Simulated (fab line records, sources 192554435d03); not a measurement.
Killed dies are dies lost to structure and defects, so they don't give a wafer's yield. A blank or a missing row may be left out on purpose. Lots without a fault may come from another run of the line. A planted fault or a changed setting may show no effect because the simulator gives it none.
A struck lot beside a sound one | flow n5_finfet | 37 steps out of a route of 1938
Sound: wafers L852.2, L852.5, L852.6. Struck: wafers L862.1, L862.3, L862.5. The cause comes at the end.
At each step with rows: each side's tool, then ch and its chambers, then its first start. Under that, the readings that differ: sound wafers | struck wafers | difference of the means | sigmas: that difference in standard deviations of wafers without a fault.
alike: readings whose means differ by less than 2 such deviations, and words and numbers that are the same on both sides. not compared: withheld readings, readings that some wafer has no value for, bounds like >300 that may hide the same value, and numbers for which the record gives no deviation and whose values overlap.
The two part at a step that has a row with sigmas, a row that says differs or no value, or rows on one side only. Numbers that don't overlap but have no deviation are shown without sigmas and don't part them. A reading that every wafer of one side lacks parts them only if that side has two wafers or more.

first, 11 steps without rows for these wafers: N5_BEOL_M7_ETCH_66 (etches SOC in N2/H2, target depth 80 nm, overetch 16 nm, time 120 s); N5_BEOL_M7_STRIP_69 (strips in N2/H2); N5_BEOL_M7_STRIP_73 (strips in N2/H2); N5_BEOL_M7_VIA_ETCH_34 (etches SiCOH lowk in C4F6/O2, target depth 125.5 nm, time 50.5 s); N5_BEOL_M7_STRIP_76 (strips in C4F6/O2); N5_BEOL_M7_STRIP_36 (strips in N2/H2); N5_BEOL_M7_TRENCH_ETCH_37 (etches SiCOH lowk in C4F6/O2, target depth 93.478 nm, time 31.2 s); N5_BEOL_M7_ETCH_41 (etches SiCN in CH3F/O2, target depth 31.9 nm, time 57.8 s); N5_BEOL_M7_STRIP_80 (strips in N2/H2, time 10 s); N5_BEOL_M7_HM_STRIP_39 (strips TiN in peroxide tin strip, target depth 25 nm, time 158 s); N5_BEOL_M7_SRD_40 (time 30 s).
N5_BEOL_M7_PRECLEAN_42: cleans in residue remover, time 60 s.
  sound on wet_bench-03 ch 0,1,2, day 11 20:04; struck on wet_bench-03 ch 0,2,7, day 13 05:09
  alike: bath_guard_temp_C
then, 24 steps without rows for these wafers: N5_BEOL_M7_SRD_43 (time 30 s); N5_BEOL_M7_CURE_75 (cures SiCOH lowk, time 120 s); N5_BEOL_M7_DEGAS_44 (time 60 s); N5_BEOL_M7_PRE_CLEAN_45 (time 30 s); N5_BEOL_M7_ALD_77 (deposits TaN, target thk 2 nm, pulse time 2 s, purge time 3 s); N5_BEOL_M7_SURFACE_TREAT_79; N5_BEOL_M7_CVD_78 (deposits Co from CCTBA/H2, target thk 2 nm, time 142.3 s); N5_BEOL_M7_SPUTTER_48 (material Cu, target thk 10 nm, time 1.667 s); N5_BEOL_M7_ECD_50 (material Cu, target thk 300 nm); N5_BEOL_M7_ANNEAL_51 (time 90 s); N5_BEOL_M7_CMP_52 (polishes, stops on SiCOH lowk, t overpolish 6.9 s, target thk 80 nm); N5_BEOL_M7_PRE_CLEAN_55 (time 15 s); N5_BEOL_M7_DEP_56 (deposits SiCN from 3MS/NH3, target thk 10 nm, time 17.5 s); N5_BEOL_M8_ILD_DEP_00 (deposits SiCOH lowk from DEMS/porogen, target thk 179.75 nm, time 33.4 s); N5_BEOL_M8_CURE_74 (cures SiCOH lowk, time 240 s); N5_BEOL_M8_PECVD_70 (deposits SiO2 from TEOS/O2, target thk 20 nm, time 22.7 s); N5_BEOL_M8_HM_DEP_02 (deposits TiN, target thk 20 nm); N5_BEOL_M8_COAT_59 (time 60 s, resist thk 100 nm); N5_BEOL_M8_COAT_60 (time 60 s, resist thk 35 nm); N5_BEOL_M8_COAT_05 (resist thk 90 nm); N5_BEOL_M8_EBR_07; N5_BEOL_M8_SOFTBAKE_06 (time 60 s); N5_BEOL_M8_EXPOSE_08 (exposes mask M8); N5_BEOL_M8_PEB_09 (peb time 60 s).
-- the record jumps here: 3 days lie between the struck wafers' starts before and after (it left off in module BEOL_M8 and takes up again in module PASSIVATION, whose first step shown is number 1936 of the route) --
N5_PASSIVATION_PROBE_49:
  the record has rows for the struck wafers here (prober-02, day 16 06:49) and none for the sound ones

WHERE THEY PART
Only at N5_PASSIVATION_PROBE_49, within this record.

WHY: what the simulator had put in
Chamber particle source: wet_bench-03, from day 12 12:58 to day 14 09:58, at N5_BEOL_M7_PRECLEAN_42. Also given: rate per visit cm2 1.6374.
